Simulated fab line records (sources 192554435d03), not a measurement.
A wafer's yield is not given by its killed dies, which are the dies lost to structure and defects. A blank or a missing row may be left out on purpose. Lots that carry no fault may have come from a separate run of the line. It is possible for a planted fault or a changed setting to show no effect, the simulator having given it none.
Chamber matching / flow n5_finfet / 4 sister chambers for N5_HKMG_FIN_CMP_94 on cmp-01
The step polishes, stops on SiNx, t overpolish 4.7 s, target thk 43.299 nm. 8 wafers are shown with their chamber, then 9 later ones without.

## WAFERS, EACH WITH ITS CHAMBER
wafer=L082.3; chamber=2; motor_current_A (A)=11.8; slurry_flow_ml_min=149.8
wafer=L082.5; chamber=2; motor_current_A (A)=13.1; slurry_flow_ml_min=149.6
wafer=L083.2; chamber=1; motor_current_A (A)=13.2; slurry_flow_ml_min=150.0
wafer=L084.1; chamber=1; motor_current_A (A)=13.2; slurry_flow_ml_min=149.3
wafer=L084.6; chamber=0; motor_current_A (A)=15.2; slurry_flow_ml_min=149.8
wafer=L087.2; chamber=0; motor_current_A (A)=15.0; slurry_flow_ml_min=150.2
wafer=L087.3; chamber=3; motor_current_A (A)=12.4; slurry_flow_ml_min=149.8
wafer=L087.5; chamber=3; motor_current_A (A)=12.2; slurry_flow_ml_min=149.6

## WAFERS MISSING THEIR CHAMBER
wafer=L089.1; motor_current_A (A)=11.1; slurry_flow_ml_min=151.1
wafer=L089.2; motor_current_A (A)=14.4; slurry_flow_ml_min=150.0
wafer=L089.3; motor_current_A (A)=12.2; slurry_flow_ml_min=149.7
wafer=L090.1; motor_current_A (A)=11.9; slurry_flow_ml_min=150.4
wafer=L090.5; motor_current_A (A)=14.5; slurry_flow_ml_min=150.2
wafer=L090.6; motor_current_A (A)=13.2; slurry_flow_ml_min=149.7
wafer=L095.1; motor_current_A (A)=12.3; slurry_flow_ml_min=149.7
wafer=L095.2; motor_current_A (A)=12.0; slurry_flow_ml_min=149.3
wafer=L095.4; motor_current_A (A)=13.0; slurry_flow_ml_min=149.9

## WHICH CHAMBER EACH WENT THROUGH
wafer=L089.1; from the rows above=can't be placed: 3 or 2 or 1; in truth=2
wafer=L089.2; from the rows above=can't be placed: 0 or 1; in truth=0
wafer=L089.3; from the rows above=can't be placed: 3 or 2 or 1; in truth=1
wafer=L090.1; from the rows above=can't be placed: 3 or 2 or 1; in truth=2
wafer=L090.5; from the rows above=can't be placed: 0 or 1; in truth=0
wafer=L090.6; from the rows above=can't be placed: 1 or 2 or 3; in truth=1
wafer=L095.1; from the rows above=can't be placed: 3 or 2 or 1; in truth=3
wafer=L095.2; from the rows above=can't be placed: 3 or 2 or 1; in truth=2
wafer=L095.4; from the rows above=can't be placed: 1 or 2 or 3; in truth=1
Correct placement for 0 of the 9. These rows do not allow placing 9 (true chamber among the candidates in 9). Placed wrongly: 0.
How it was worked out, from the rows above alone: a wafer's distance from a chamber is the root of the sum, over the readings, of the square of ((its reading less the chamber's mean) divided by the reading's scatter). The wafer belongs to the nearest chamber; if the next one is less than 2 further off, it can't be placed. The mean given for a chamber averages the wafers shown for that chamber. How the scatter is found: for the shown wafers, subtract from each reading the mean of its chamber, square and add these, divide the total by (wafers less chambers), then take the root.
